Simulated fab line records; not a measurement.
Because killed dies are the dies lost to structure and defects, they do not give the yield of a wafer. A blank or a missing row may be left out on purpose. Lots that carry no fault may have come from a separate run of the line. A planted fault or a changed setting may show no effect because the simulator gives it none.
Lot-split experiment || flow n5Finfet || 21 wafers read across 7 lots, on a route 1938 steps long

== ON THE SPLIT ==
At N5_BEOL_M11_COAT_22 (resist thk 90 nm), the setting spinRpm was moved away from the recipe's 1500 rpm on 8 of the 21 wafers read, by +4.8% to +11.1%. This setting was run at the recipe's value on the other wafers.

== FROM THE SPLIT TO THE READING: what the file shows between them, 5 steps ==
- N5_BEOL_M11_EBR_24
- N5_BEOL_M11_SOFTBAKE_23: time 60 s
- N5_BEOL_M11_EXPOSE_25: exposes mask V10
- N5_BEOL_M11_PEB_26: peb time 60 s
- N5_BEOL_M11_DEVELOP_27: develop time 30 s

== THE READING ==
CAR-ArF_of_BEOL_M11_COAT_22.thkNm (the simulator's own value, which no gauge read), in nm, at N5_BEOL_M11_DESCUM_33 (chemistry O2, time 7.9 s). The file does not state a usual value for it. Here, 13 wafers ran the recipe; their average is 83.4 nm with a standard deviation of 0.32 nm.

{"wafer": "L079.1", "tool, chamber at the split": "lithoTrack-01, 0", "spinRpm as run, rpm": 1572, "against the recipe": "+4.8%", "CAR-ArF_of_BEOL_M11_COAT_22.thkNm, nm": 81.4, "against lot-mates on the recipe": -2.2}
{"wafer": "L079.4", "tool, chamber at the split": "lithoTrack-01, 0", "spinRpm as run, rpm": 1500, "against the recipe": "recipe", "CAR-ArF_of_BEOL_M11_COAT_22.thkNm, nm": 83.6, "against lot-mates on the recipe": "-"}
{"wafer": "L079.6", "tool, chamber at the split": "lithoTrack-01, 0", "spinRpm as run, rpm": 1572, "against the recipe": "+4.8%", "CAR-ArF_of_BEOL_M11_COAT_22.thkNm, nm": 81.2, "against lot-mates on the recipe": -2.4}
{"wafer": "L084.2", "tool, chamber at the split": "lithoTrack-01, 0", "spinRpm as run, rpm": 1500, "against the recipe": "recipe", "CAR-ArF_of_BEOL_M11_COAT_22.thkNm, nm": 83, "against lot-mates on the recipe": "-"}
{"wafer": "L084.4", "tool, chamber at the split": "lithoTrack-01, 0", "spinRpm as run, rpm": 1500, "against the recipe": "recipe", "CAR-ArF_of_BEOL_M11_COAT_22.thkNm, nm": 83, "against lot-mates on the recipe": "-"}
{"wafer": "L084.3", "tool, chamber at the split": "lithoTrack-01, 0", "spinRpm as run, rpm": 1500, "against the recipe": "recipe", "CAR-ArF_of_BEOL_M11_COAT_22.thkNm, nm": 82.8, "against lot-mates on the recipe": "-"}
{"wafer": "L088.2", "tool, chamber at the split": "lithoTrack-01, 0", "spinRpm as run, rpm": 1574, "against the recipe": "+4.9%", "CAR-ArF_of_BEOL_M11_COAT_22.thkNm, nm": 81.6, "against lot-mates on the recipe": -2.2}
{"wafer": "L088.4", "tool, chamber at the split": "lithoTrack-01, 0", "spinRpm as run, rpm": 1500, "against the recipe": "recipe", "CAR-ArF_of_BEOL_M11_COAT_22.thkNm, nm": 83.8, "against lot-mates on the recipe": "-"}
{"wafer": "L088.6", "tool, chamber at the split": "lithoTrack-01, 0", "spinRpm as run, rpm": 1500, "against the recipe": "recipe", "CAR-ArF_of_BEOL_M11_COAT_22.thkNm, nm": 83.8, "against lot-mates on the recipe": "-"}
{"wafer": "L086.1", "tool, chamber at the split": "lithoTrack-03, 0", "spinRpm as run, rpm": 1500, "against the recipe": "recipe", "CAR-ArF_of_BEOL_M11_COAT_22.thkNm, nm": 83.6, "against lot-mates on the recipe": "-"}
{"wafer": "L086.4", "tool, chamber at the split": "lithoTrack-03, 0", "spinRpm as run, rpm": 1500, "against the recipe": "recipe", "CAR-ArF_of_BEOL_M11_COAT_22.thkNm, nm": 83.6, "against lot-mates on the recipe": "-"}
{"wafer": "L086.3", "tool, chamber at the split": "lithoTrack-03, 0", "spinRpm as run, rpm": 1500, "against the recipe": "recipe", "CAR-ArF_of_BEOL_M11_COAT_22.thkNm, nm": 83.4, "against lot-mates on the recipe": "-"}
{"wafer": "L096.3", "tool, chamber at the split": "lithoTrack-03, 0", "spinRpm as run, rpm": 1667, "against the recipe": "+11.1%", "CAR-ArF_of_BEOL_M11_COAT_22.thkNm, nm": 78.8, "against lot-mates on the recipe": -4.8}
{"wafer": "L096.5", "tool, chamber at the split": "lithoTrack-03, 0", "spinRpm as run, rpm": 1667, "against the recipe": "+11.1%", "CAR-ArF_of_BEOL_M11_COAT_22.thkNm, nm": 79.2, "against lot-mates on the recipe": -4.4}
{"wafer": "L096.6", "tool, chamber at the split": "lithoTrack-03, 0", "spinRpm as run, rpm": 1500, "against the recipe": "recipe", "CAR-ArF_of_BEOL_M11_COAT_22.thkNm, nm": 83.6, "against lot-mates on the recipe": "-"}
{"wafer": "L095.1", "tool, chamber at the split": "lithoTrack-03, 0", "spinRpm as run, rpm": 1621, "against the recipe": "+8.1%", "CAR-ArF_of_BEOL_M11_COAT_22.thkNm, nm": 80.4, "against lot-mates on the recipe": "no lot-mate on the recipe"}
{"wafer": "L095.3", "tool, chamber at the split": "lithoTrack-03, 0", "spinRpm as run, rpm": 1621, "against the recipe": "+8.1%", "CAR-ArF_of_BEOL_M11_COAT_22.thkNm, nm": 80.2, "against lot-mates on the recipe": "no lot-mate on the recipe"}
{"wafer": "L095.6", "tool, chamber at the split": "lithoTrack-03, 0", "spinRpm as run, rpm": 1621, "against the recipe": "+8.1%", "CAR-ArF_of_BEOL_M11_COAT_22.thkNm, nm": 80.6, "against lot-mates on the recipe": "no lot-mate on the recipe"}
{"wafer": "L097.2", "tool, chamber at the split": "lithoTrack-03, 0", "spinRpm as run, rpm": 1500, "against the recipe": "recipe", "CAR-ArF_of_BEOL_M11_COAT_22.thkNm, nm": 83.4, "against lot-mates on the recipe": "-"}
{"wafer": "L097.6", "tool, chamber at the split": "lithoTrack-03, 0", "spinRpm as run, rpm": 1500, "against the recipe": "recipe", "CAR-ArF_of_BEOL_M11_COAT_22.thkNm, nm": 83.4, "against lot-mates on the recipe": "-"}
{"wafer": "L097.5", "tool, chamber at the split": "lithoTrack-03, 0", "spinRpm as run, rpm": 1500, "against the recipe": "recipe", "CAR-ArF_of_BEOL_M11_COAT_22.thkNm, nm": 83, "against lot-mates on the recipe": "-"}

THE FIT
A straight line over all 21 wafers: CAR-ArF_of_BEOL_M11_COAT_22.thkNm changes by -0.386 nm for each +1% of spinRpm; r = -0.98; the points scatter about the line by 0.3 nm.
The same after taking each lot's own level away (the mean of its wafers on the recipe; 18 wafers): -0.422 nm for each +1%; r = -1.00; scatter 0.16 nm.
Per that fit: largest spinRpm move, reading shift of 4.7 nm.
The span of the lots' own levels, 82.93 to 83.80 nm, comes to 2.7 times the standard deviation stated above.
Hence the lot-to-lot level has little effect on the slope; both slopes agree.
Check: -4.68 nm against its lot-mates is what the line predicts for one of the wafers moved furthest among these (+11.1%) when that wafer is left out of the fit. Against them it came out at -4.8 nm.

== THE WHOLE CHAIN: every reading that the file lists as answering this split, in the file's order ==
{"step": "N5_BEOL_M11_COAT_22", "what it does": "resist thk 90 nm", "reading": "CAR-ArF_of_BEOL_M11_COAT_22.thkNm (the simulator's own value, which no gauge read)", "change (the file's fit)": "-0.436 nm for each +1% of the setting", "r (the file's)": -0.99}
{"step": "N5_BEOL_M11_DEVELOP_27", "what it does": "develop time 30 s", "reading": "CAR-ArF_of_BEOL_M11_COAT_22.thkNm (the simulator's own value, which no gauge read)", "change (the file's fit)": "-0.425 nm for each +1% of the setting", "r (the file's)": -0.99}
{"step": "N5_BEOL_M11_DESCUM_33", "what it does": "chemistry O2, time 7.9 s", "reading": "CAR-ArF_of_BEOL_M11_COAT_22.thkNm (the simulator's own value, which no gauge read)", "change (the file's fit)": "-0.427 nm for each +1% of the setting", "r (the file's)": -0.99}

== FILE'S OWN FIT ==
CAR-ArF_of_BEOL_M11_COAT_22.thkNm changes by -0.427 nm for each +1% of spinRpm, r = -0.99.
